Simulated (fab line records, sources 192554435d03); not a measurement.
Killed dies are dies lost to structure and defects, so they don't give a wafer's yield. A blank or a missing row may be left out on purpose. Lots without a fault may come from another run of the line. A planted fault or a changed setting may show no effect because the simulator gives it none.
fab line records | flow n5_finfet
record lots=4 wafers=12 last_day=17
route steps=1938 shown MOL_CONTACT_COAG@551
lots that met no fault: from a run of the same line without faults
start_h: hours from the record's first day to the start of the lot's first wafer shown | wait_h: hours since the lot's step before | " the same as in the row above | L1.1+2: a row that stands for several wafers | - no value, or no start given | * or withheld: withheld | < > ~ a bound
route shown NAME@n: a module of which the file shows steps, and the number in the route of the first | usual: mean/standard deviation of fault-free wafers | same: alike in all rows | chamber/n: place in a boat | sites: the reading at each site | _std_site: their standard deviation | _edge_site: outer sites' mean less inner sites' | radius_mm: how far each site lies from the wafer's centre | mask NAME#n: copy n | behind: the tool/chamber that last shaped the wafer | hold: why the lot was held/for how many hours/how that ended | device: the transistor (n, p or np) that didn't switch | end of line: the same wafers' tests at the end of the route | a step without rows: its recipe alone | killed: dies lost to structure and defects at the first sort, not the wafer's yield | map: a wafer's dies, x killed, . not, _ none there
set.NAME: the setting as run; set.NAME@STEP: as run at that earlier step | model.NAME: the simulator's own value behind a step, which no gauge read
lots at some steps of the route; a table a step, a row a wafer
services: from which hour (start_h, from the record's first day; less than 0 if before it) a tool's chamber was out of use, for how many hours, and why
## steps
# step N5_MOL_CONTACT_COAG_SPUTTER_130
# recipe material=Co target_thk_a=475 temp_c=25 chamber_pressure_pa=0.5 power_w=3000
# step N5_MOL_CONTACT_COAG_PRECLEAN_125
# recipe chemistry=DIW time_s=57.5 temp_c=23
# step N5_MOL_CONTACT_COAG_SRD_126
# recipe dry_time_s=32 dry=n2_spin spin_rpm=1500
# step N5_MOL_CONTACT_COAG_CMP_23
# recipe stop_on=SiO2 t_overpolish_s=1.5 post_cmp_clean=cu_alkaline down_force_psi=2 platen_rpm=50.289 pad_velocity_m_s=1.0006 target_thk_nm=0
# step N5_MOL_CONTACT_COAG_WET_ETCH_26
# recipe target=Co target_depth_nm=13
# step N5_MOL_CONTACT_COAG_WET_ETCH_116
# recipe chemistry=SC1-inhibited target_depth_nm=4.6 dry=ipa_marangoni rinse_time_s=30 rinse_temp_c=23
# step N5_MOL_CONTACT_COAG_ALD_27
# recipe material=SiOC target_thk_a=170 temp_c=400 ald_precursor_family=carbosiloxane ald_co_reactant=H2-plasma pulse_time_s=1.5 time_s=2720 purge_time_s=2 co_reactant_purge_time_s=2 ald_cycles=340 pressure_torr=2
# step N5_MOL_CONTACT_COAG_CMP_28
# recipe stop_on=SiNx t_overpolish_s=0.85 post_cmp_clean=alkaline_brush down_force_psi=4.15 platen_rpm=51.8 pad_velocity_m_s=1.0307 target_thk_nm=14.522
# step N5_MOL_CONTACT_COAG_ALD_123
# recipe material=SiNx target_thk_a=50 temp_c=400 ald_precursor_family=SiH2I2 ald_co_reactant=N2/H2-plasma pulse_time_s=1 purge_time_s=2 co_reactant_purge_time_s=2 ald_cycles=100 pressure_torr=2
# step N5_MOL_CONTACT_COAG_PECVD_31
# recipe material=SiO2 target_thk_a=460 temp_c=400 precursor=TEOS/O2 pressure_torr=6.5 rf_w=withheld teos_flow_sccm=withheld gas=O2 flow_sccm=2650 time_s=8.9
# usual susceptor_temp_C=400.02/0.21
# columns lot.wafer tool chamber start_h wait_h susceptor_temp_C model.SiO2_of_MOL_CONTACT_COAG_PECVD_31.thk_nm
L215.2 pecvd-04 0 133.60 0.3 400.24 45.2
L215.3 " 1 " " 400.03 46
L215.6 " 1 " " 400.43 47.2
L222.1 pecvd-03 0 176.60 0.3 400.49 46.2
L222.2 " 1 " " 400.07 45.2
L222.6 " 0 " " 400.19 47
L223.4 pecvd-04 2 181.64 0.3 399.84 46.6
L223.5 " 1 " " 399.79 47.6
L223.6 " 0 " " 394.71 48
L225.3 pecvd-04 0 196.33 0.3 394.00 46.6
L225.4 " 1 " " 399.89 46.6
L225.5 " 0 " " 394.25 47.8
# step N5_MOL_CONTACT_COAG_COAT_75
# recipe resist=SOC temp_c=250 time_s=60 spin_rpm=1500 resist_thk_nm=60
# step N5_MOL_CONTACT_COAG_COAT_76
# recipe resist=SiARC temp_c=220 time_s=60 spin_rpm=1500 resist_thk_nm=10
# step N5_MOL_CONTACT_COAG_COAT_77
# recipe resist=underlayer temp_c=205 time_s=60 spin_rpm=1500 resist_thk_nm=10
# step N5_MOL_CONTACT_COAG_COAT_78
# recipe resist=CAR-EUV spin_rpm=1500 resist_thk_nm=40
# step N5_MOL_CONTACT_COAG_EBR_80
# recipe solvent=PGMEA ebr_width_mm=1.5
# step N5_MOL_CONTACT_COAG_SOFTBAKE_79
# recipe temp_c=110 time_s=60 resist=CAR-EUV
# step N5_MOL_CONTACT_COAG_EXPOSE_81
# recipe mask_id=VG na=0.33 source_shape=annular sigma_inner=0.3 sigma_outer=0.7 polarization=unpolarized defocus_nm=0 dose_mj=59.5
# step N5_MOL_CONTACT_COAG_PEB_82
# recipe peb_temp_c=100 peb_time_s=60 resist=CAR-EUV
# step N5_MOL_CONTACT_COAG_DEVELOP_83
# recipe develop_time_s=30 developer=TMAH resist=CAR-EUV rinse_liquid=surfactant_rinse dry=air_spin dev_temp_c=23
# step N5_MOL_CONTACT_COAG_DESCUM_88
# recipe chemistry=O2 time_s=7 source_power_w=50 bias_power_w=20 pressure_mtorr=20 rf_frequency_hz=2.712e+07 temp_c=40 resist=CAR-EUV o2_flow_sccm=225
# step N5_MOL_CONTACT_COAG_ETCH_89
# recipe chemistry=N2/H2 target=underlayer target_depth_a=130 mask_material=CAR-EUV time_s=10.4 ion_energy_ev=200 pressure_mtorr=30 source_w=840 bias_w=150 n2_flow_sccm=200 h2_flow_sccm=200 ends=cleared
# step N5_MOL_CONTACT_COAG_ETCH_90
# recipe chemistry=CF4 target=SiARC target_depth_a=130 mask_material=CAR-EUV time_s=21.7 ion_energy_ev=80 pressure_mtorr=40 source_w=545 bias_w=36 Ar_flow_sccm=100 cf4_flow_sccm=100 ends=cleared
# step N5_MOL_CONTACT_COAG_ALD_131
# recipe material=SiO2 target_thk_a=50 temp_c=100 ald_precursor_family=BDEAS ald_co_reactant=O2-plasma pulse_time_s=1 co_reactant_pulse_time_s=1 purge_time_s=2 co_reactant_purge_time_s=2 ald_cycles=35 pressure_torr=2
# step N5_MOL_CONTACT_COAG_ETCHBACK_132
# recipe chemistry=CHF3 target=SiO2 target_depth_a=100 time_s=6.7 ion_energy_ev=200 pressure_mtorr=30 source_w=610 bias_w=170 Ar_flow_sccm=200 CHF3_flow_sccm=50
# step N5_MOL_CONTACT_COAG_ETCH_91
# recipe chemistry=N2/H2 target=SOC target_depth_a=600 overetch_a=210 mask_material=SiARC temp_c=40 time_s=101.2 ion_energy_ev=200 pressure_mtorr=30 source_w=840 bias_w=150 n2_flow_sccm=200 h2_flow_sccm=200
# step N5_MOL_CONTACT_COAG_STRIP_92
# recipe chemistry=N2/H2 temp_c=40 n2_flow_sccm=200 h2_flow_sccm=200 rf_frequency_hz=6e+07
# step N5_MOL_CONTACT_COAG_STRIP_93
# recipe chemistry=N2/H2 temp_c=40 n2_flow_sccm=200 h2_flow_sccm=200 rf_frequency_hz=6e+07
# step N5_MOL_CONTACT_COAG_ETCHBACK_135
# recipe chemistry=CHF3 target=SiO2 target_depth_a=250 time_s=16.7 ion_energy_ev=200 pressure_mtorr=30 source_w=610 bias_w=170 Ar_flow_sccm=200 CHF3_flow_sccm=50
# step N5_MOL_CONTACT_COAG_STRIP_118
# recipe chemistry=CHF3 resist=SiARC rf_frequency_hz=6e+07
# step N5_MOL_CONTACT_COAG_VIA_ETCH_46
# recipe chemistry=C4F6/O2 target_depth_a=460 overetch_a=92 mask_material=SOC target=SiO2 bias_w=455 pressure_mtorr=10 time_s=40 source_w=325 Ar_flow_sccm=300 C4F6_flow_sccm=10 O2_flow_sccm=10 ion_energy_ev=575.3 ends=end_point
# usual drypump_motor_current_A=5.6/0.41 mfc_ar_sccm=299.9/0.83 oes_product_au=0.71/0.085 rf_vpp_V=1588/32 showerhead_plenum_p_Torr=2.81/0.063 throttle_valve_pct=40.9/0.39
# columns lot.wafer tool chamber start_h wait_h drypump_motor_current_A mfc_ar_sccm oes_product_au rf_hours_counter_h rf_vpp_V showerhead_plenum_p_Torr throttle_valve_pct model.etch.depth_nm
L215.2 rie_diel-06 3 134.79 0.0 6.0 299.5 0.61 215 1580 2.81 41.2 45.24
L215.3 " 0 " " 5.8 299.1 0.72 102 1574 2.76 40.7 45.97
L215.6 " 1 " " 5.8 300.2 0.63 - 1606 2.80 40.9 47.26
L222.1 rie_diel-03 1 177.73 0.0 5.9 300.1 0.81 23 1596 2.88 40.0 46.26
L222.2 " 0 " " 5.2 301.5 0.63 195 1607 2.72 41.2 45.29
L222.6 " 1 " " 5.8 300.7 0.83 - 1596 2.88 40.0 46.97
L223.4 rie_diel-06 3 182.97 0.0 6.0 300.1 0.61 233 1578 2.80 41.2 46.7
L223.5 " 0 " " 5.8 299.3 0.71 - 1573 2.75 40.7 47.67
L223.6 " 1 " " 5.8 299.7 0.64 - 1604 2.80 40.9 48.08
L225.3 rie_diel-03 3 197.42 0.0 5.8 300.1 0.70 111 1527 2.87 40.8 46.56
L225.4 " 1 " " 5.9 299.6 0.81 30 1595 2.87 40.0 46.62
L225.5 " 2 " " 5.8 299.9 0.88 - 1650 3.05 41.9 47.72
# step N5_MOL_CONTACT_COAG_STRIP_96
# recipe chemistry=N2/H2 power_w=500 temp_c=40 pressure_mtorr=50 rf_frequency_hz=6e+07 overash_fraction=0.3 bias_power_w=28 h2_frac=0.5 n2_flow_sccm=300 h2_flow_sccm=300
# step N5_MOL_CONTACT_COAG_ETCH_47
# recipe chemistry=CH3F/O2 target=SiNx target_depth_a=270 mask_material=SiO2 stop_on=W over_etch_frac=0.2 ion_energy_ev=120 endpoint=OES-CN pressure_mtorr=30 source_w=395 bias_w=73 Ar_flow_sccm=150 CH3F_flow_sccm=30 O2_flow_sccm=20 ends=end_point
# step N5_MOL_CONTACT_COAG_STRIP_119
# recipe chemistry=N2/H2 time_s=30 power_w=1000 temp_c=250 pressure_mtorr=withheld n2_flow_sccm=1750 h2_flow_sccm=3250
# step N5_MOL_CONTACT_COAG_PRECLEAN_144
# recipe chemistry=alkaline_clean temp_c=60 time_s=60 do_ppb=50
# step N5_MOL_CONTACT_COAG_SRD_145
# recipe dry=ipa_marangoni time_s=30 temp_c=23 rinse_liquid=diw
# step N5_MOL_CONTACT_COAG_CMP_52
# recipe stop_on=SiO2 t_overpolish_s=1.5 post_cmp_clean=w_dilute_nh4oh down_force_psi=4 platen_rpm=50.289 pad_velocity_m_s=1.0006 target_thk_nm=66.5
# usual motor_current_A=12.4/1.2 overpolish_run_s=1.500/0.0089 time_to_endpoint_s=13.8/2.3
# columns lot.wafer tool chamber start_h wait_h motor_current_A overpolish_run_s time_to_endpoint_s model.SiO2_of_MOL_CONTACT_COAG_PECVD_31.thk_nm
L215.2 cmp-02 3 137.10 0.1 11.9 1.492 8.6 43.2
L215.3 " 1 " " 10.9 1.496 7.2 44
L215.6 " 3 " " 12.1 1.500 10.4 45.2
L222.1 cmp-03 2 180.43 0.1 12.4 1.501 18.2 44.2
L222.2 " 3 " " 11.5 1.506 14.8 43.2
L222.6 " 2 " " 12.7 1.500 16.5 45
L223.4 cmp-03 3 185.23 0.1 10.5 1.501 10.7 44.6
L223.6 " 2 " " 12.4 1.516 13.6 46
L223.5 " 3 " " 11.2 1.507 10.7 45.6
L225.3 cmp-03 0 200.19 0.1 13.8 1.501 14.9 44.6
L225.4 " 2 " " 12.3 1.504 15.9 44.6
L225.5 " 0 " " 14.1 1.506 13.5 45.6
## services
# columns tool chamber start_h hours kind
cmp-03 - 112.80 4.6 pm
pecvd-03 2 121.21 5.5 scheduled_down
rie_diel-06 2 127.22 13.3 repair
cmp-02 - 131.24 4.0 pm
pecvd-03 - 143.45 0.3 repair
rie_diel-06 1 153.08 4.2 repair
cmp-03 - 153.58 2.2 repair
pecvd-03 - 154.35 1.2 repair
cmp-02 - 156.04 6.4 pm
rie_diel-03 2 157.10 - clean
rie_diel-03 2 157.10 - consumable_replace:esc
rie_diel-03 2 157.10 - consumable_replace:focus_ring
rie_diel-03 2 157.10 - consumable_replace:showerhead
rie_diel-03 2 157.10 28.5 scheduled_down
rie_diel-03 2 157.10 28.5 vent_cycle
cmp-03 - 160.66 1.4 repair
pecvd-04 1 166.84 5.5 scheduled_down
cmp-02 - 183.32 16.4 pm
## key
first_sign step=N5_MOL_CONTACT_COAG_PECVD_31 reading=susceptor_temp_C direction=down sigmas=27 usual=* struck=*
effect none on later readings
model_effect step=N5_MOL_CONTACT_COAG_PECVD_31 value=SiO2_of_MOL_CONTACT_COAG_PECVD_31.thk_nm without=46 struck=47.47
model_effect step=N5_MOL_CONTACT_COAG_VIA_ETCH_46 value=etch.depth_nm without=45.98 struck=47.45
model_effect step=N5_MOL_CONTACT_COAG_CMP_52 value=SiO2_of_MOL_CONTACT_COAG_PECVD_31.thk_nm without=43.93 struck=45.4
met_at N5_MOL_CONTACT_COAG_PECVD_31
struck_wafers L223.6,L225.3,L225.5
tester_left_out L223,L225
baseline_loss step=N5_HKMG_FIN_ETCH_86 wafers=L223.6
onset_between 133.60 181.64
fault kind=process_parameter_drift tool=pecvd-04 chamber=0 onset_h=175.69 steps=N5_MOL_CONTACT_COAG_PECVD_31 channel=temp_c offset=* shape=step end_h=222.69 acts_in=* stated=*
# tester_left_out: of these lots the tester's yield and bins aren't shown, on N5 and GAA mostly nor the transistor test; their killed dies are dies lost to structure and defects alone, not to doping, threshold or leakage, so they don't give the yield
# baseline_loss: these wafers lose ten dies or more at that step, a loss of the line's own and not of a fault; the sort's usual values leave them out
